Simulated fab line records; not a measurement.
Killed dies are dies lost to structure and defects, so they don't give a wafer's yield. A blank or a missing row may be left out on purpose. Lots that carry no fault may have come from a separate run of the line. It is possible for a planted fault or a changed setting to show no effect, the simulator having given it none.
Chamber matching || flow nand_harc || 4 sister chambers for NHARC_P_ZERO_WELL_ETCH_65 on rie_diel-01
The step etches the open film in N2/H2, target depth 80 nm, overetch 24 nm, time 87.88 s. 8 wafers are shown with their chamber, then 7 later ones without.

== WAFERS, EACH WITH ITS CHAMBER ==
{"wafer": "L080.6", "chamber": 3, "drypump_motor_current_A (A)": 5.2, "rf_vpp_V (V)": 428.7}
{"wafer": "L082.4", "chamber": 3, "drypump_motor_current_A (A)": 5.2, "rf_vpp_V (V)": 429.7}
{"wafer": "L082.6", "chamber": 1, "drypump_motor_current_A (A)": 6.5, "rf_vpp_V (V)": 432.6}
{"wafer": "L085.2", "chamber": 2, "drypump_motor_current_A (A)": 5.3, "rf_vpp_V (V)": 433.5}
{"wafer": "L085.4", "chamber": 0, "drypump_motor_current_A (A)": 5.2, "rf_vpp_V (V)": 430.4}
{"wafer": "L085.6", "chamber": 0, "drypump_motor_current_A (A)": 5.1, "rf_vpp_V (V)": 430.3}
{"wafer": "L091.1", "chamber": 2, "drypump_motor_current_A (A)": 5.3, "rf_vpp_V (V)": 432.4}
{"wafer": "L091.3", "chamber": 1, "drypump_motor_current_A (A)": 6.5, "rf_vpp_V (V)": 432.3}

== WAFERS WITH NO CHAMBER GIVEN ==
{"wafer": "L091.4", "drypump_motor_current_A (A)": 5.1, "rf_vpp_V (V)": 430.8}
{"wafer": "L092.1", "drypump_motor_current_A (A)": 5.2, "rf_vpp_V (V)": 428.3}
{"wafer": "L092.2", "drypump_motor_current_A (A)": 5.2, "rf_vpp_V (V)": 431.0}
{"wafer": "L092.5", "drypump_motor_current_A (A)": 5.3, "rf_vpp_V (V)": 433.1}
{"wafer": "L094.1", "drypump_motor_current_A (A)": 5.2, "rf_vpp_V (V)": 428.5}
{"wafer": "L094.2", "drypump_motor_current_A (A)": 5.1, "rf_vpp_V (V)": 430.0}
{"wafer": "L094.4", "drypump_motor_current_A (A)": 5.3, "rf_vpp_V (V)": 434.1}

== CHAMBER TAKEN BY EACH ==
{"wafer": "L091.4", "from the rows above": 0, "in truth": 0}
{"wafer": "L092.1", "from the rows above": 3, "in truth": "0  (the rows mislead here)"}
{"wafer": "L092.2", "from the rows above": "can't be placed: 0 or 3", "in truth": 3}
{"wafer": "L092.5", "from the rows above": 2, "in truth": 2}
{"wafer": "L094.1", "from the rows above": 3, "in truth": 3}
{"wafer": "L094.2", "from the rows above": "can't be placed: 0 or 3", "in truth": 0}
{"wafer": "L094.4", "from the rows above": 2, "in truth": 2}
Correctly placed: 4 of 7. Not placeable from these rows: 2 (in 2, the candidates include the true chamber). Wrongly placed: 1.
How it was worked out, from the rows above alone: a wafer's distance from a chamber is the root of the sum, over the readings, of the square of ((its reading less the chamber's mean) divided by the reading's scatter). If the next closest chamber is less than 2 further off than the closest, the wafer can't be placed; otherwise it belongs to the closest. The mean given for a chamber averages the wafers shown for that chamber. The scatter: the root of (the sum of the squares of (reading less its chamber's mean) over the shown wafers, divided by (wafers less chambers)).
